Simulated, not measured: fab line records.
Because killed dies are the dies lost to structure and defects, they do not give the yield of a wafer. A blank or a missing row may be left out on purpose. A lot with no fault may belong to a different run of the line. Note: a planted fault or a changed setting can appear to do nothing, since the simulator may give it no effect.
Which of the tools did it? | flow n5_finfet | Sampling: 10 lots, 28 wafers, 5 of 1938 route steps

WHAT THE GAUGES READ, wafer by wafer
N5_BEOL_M4_RC_MEAS_101.
lot  | measured     | on        | DIBL_N (mV/V)
L738 | day 9 05:26  | prober-01 | 35.0 36.3 37.1
L741 | day 9 14:38  | prober-01 | 36.4 41.1 37.8
L743 | day 11 03:34 | prober-01 | 35.4 34.8
L753 | day 13 12:34 | prober-02 | 33.9 32.4
L754 | day 14 00:41 | prober-02 | 38.8 36.5 39.8
L755 | day 14 22:46 | prober-01 | 36.3 38.8 40.2
L757 | day 13 21:44 | prober-02 | 36.5 39.4 36.1

WHICH TOOL RAN EACH LOT (tool, then ch and the chambers of the sampled wafers, then the start)
lot  | N5_BEOL_M0_SAQP_ETCH_49            | N5_BEOL_M0_ETCH_128                | N5_BEOL_M0_TRENCH_ETCH_107         | N5_BEOL_M0_ETCH_109
L738 | rie_diel-03 ch 1,2,3, day 6 18:17  | rie_diel-05 ch 0,1,3, day 6 21:14  | rie_diel-05 ch 0,1,3, day 6 21:17  | rie_diel-06 ch 0,2,3, day 6 21:30
L741 | rie_diel-02 ch 0,3, day 7 15:39    | rie_diel-05 ch 0,1, day 7 16:55    | rie_diel-05 ch 0,1, day 7 16:58    | rie_diel-01 ch 0,1,2, day 7 17:11
L743 | rie_diel-04 ch 1,2, day 7 23:50    | rie_diel-01 ch 0,3, day 8 05:15    | rie_diel-01 ch 0,3, day 8 05:18    | rie_diel-01 ch 0,1, day 8 05:46
L748 | rie_diel-02 ch 1,2,3, day 9 04:59  | rie_diel-05 ch 0,1,3, day 9 06:17  | rie_diel-05 ch 0,1,3, day 9 06:19  | rie_diel-06 ch 0,1,2, day 9 06:32
L749 | rie_diel-02 ch 0,3, day 9 10:34    | rie_diel-06 ch 1,2,3, day 9 15:31  | rie_diel-06 ch 1,2,3, day 9 15:34  | rie_diel-06 ch 0,2,3, day 9 15:47
L750 | rie_diel-03 ch 0,2, day 9 16:19    | rie_diel-01 ch 1,3, day 9 17:38    | rie_diel-01 ch 1,3, day 9 17:40    | rie_diel-05 ch 0,1,3, day 9 17:58
L753 | rie_diel-02 ch 0,1, day 10 15:44   | rie_diel-06 ch 2,3, day 10 17:56   | rie_diel-06 ch 2,3, day 10 17:59   | rie_diel-01 ch 0,2, day 10 18:12
L754 | rie_diel-04 ch 0,2,3, day 11 03:11 | rie_diel-06 ch 0,2,3, day 11 07:29 | rie_diel-06 ch 0,2,3, day 11 07:32 | rie_diel-01 ch 0,2,3, day 11 07:46
L755 | rie_diel-02 ch 0,2, day 11 06:09   | rie_diel-06 ch 1,2,3, day 11 07:52 | rie_diel-06 ch 1,2,3, day 11 07:54 | rie_diel-06 ch 1,3, day 11 08:13
L757 | rie_diel-03 ch 1,2, day 11 12:40   | rie_diel-01 ch 1,2, day 11 16:06   | rie_diel-01 ch 1,2, day 11 16:08   | rie_diel-01 ch 0,2,3, day 11 16:35
- N5_BEOL_M0_SAQP_ETCH_49: etches SiO2 in CF4/O2, target depth 37 nm.
- N5_BEOL_M0_ETCH_128: etches SiCN in CF4/N2, target depth 12 nm, overetch 5.1 nm, time 21.4 s.
- N5_BEOL_M0_TRENCH_ETCH_107: etches SiOC in C4F6/O2, target depth 32.8 nm, time 16.4 s.
- N5_BEOL_M0_ETCH_109: etches SiCN in CH3F/O2, target depth 8 nm, overetch 2.4 nm, time 27.4 s.

THE ANSWER, worked out from the rows above alone
Rule: usual is defined by the lots themselves. Put in order of their means at a reading, lots are off if they are a third of the lots or fewer, leave a main group of 4 or more, and stand apart from it by a gap of 3 or more times the standard deviation of the main group's means; of several such gaps the widest counts. A main group is skipped when, at the precision printed for the reading in the tables above, its means are all equal. A lot without any number at a reading at which 4 lots or more have one is off too. Any other lot the step has rows for is counted as sound.
Nothing can be told from this: no lot is off at any reading shown.

WHAT HAD BEEN PUT IN BY THE SIMULATOR
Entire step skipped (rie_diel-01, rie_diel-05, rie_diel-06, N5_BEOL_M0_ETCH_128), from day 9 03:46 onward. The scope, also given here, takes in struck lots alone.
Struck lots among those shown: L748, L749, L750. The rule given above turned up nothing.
